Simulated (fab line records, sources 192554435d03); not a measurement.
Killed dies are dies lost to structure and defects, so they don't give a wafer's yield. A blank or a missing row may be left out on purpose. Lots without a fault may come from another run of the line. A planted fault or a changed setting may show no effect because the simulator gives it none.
Chamber matching | flow n5_finfet | N5_BEOL_M0_SAQP_HM_OPEN_112 on rie_diel-06: 4 sister chambers
The step chemistry CHF3/O2, target SiO2, stops on a-Si, target depth 12 nm, time 13.5 s. 4 wafers are shown with their chamber, then 8 later ones without.

WAFERS WITH THEIR CHAMBER
wafer  | chamber | showerhead_plenum_p_Torr (Torr)
L080.1 | 3       | 2.47
L083.2 | 0       | 2.32
L083.6 | 1       | 2.45
L089.1 | 2       | 2.32

WAFERS WITHOUT THEIR CHAMBER
wafer  | showerhead_plenum_p_Torr (Torr)
L089.4 | 2.45
L089.6 | 2.45
L094.1 | 2.45
L094.2 | 2.46
L094.3 | 2.32
L097.3 | 2.31
L097.4 | 2.44
L097.6 | 2.44

WHICH CHAMBER EACH WENT THROUGH
wafer  | from the rows above     | in truth
L089.4 | 1                       | 1
L089.6 | 1                       | 1
L094.1 | 1                       | 1
L094.2 | can't be placed: 1 or 3 | 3
L094.3 | can't be placed: 0 or 2 | 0
L097.3 | can't be placed: 0 or 2 | 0
L097.4 | 1                       | 1
L097.6 | 1                       | 1
Placed correctly: 5 of 8. Can't be placed from these rows: 3 (the true chamber is among the candidates in 3). Placed wrongly: 0.
How it was worked out, from the rows above alone: a wafer's distance from a chamber is the root of the sum, over the readings, of the square of ((its reading less the chamber's mean) divided by the reading's scatter). The wafer belongs to the nearest chamber; if the next one is less than 2 further off, it can't be placed. A chamber's mean is the mean of its shown wafers. The scatter: with one shown wafer a chamber, the root of the mean of the squares of how far each hidden wafer lies from its nearest shown one.
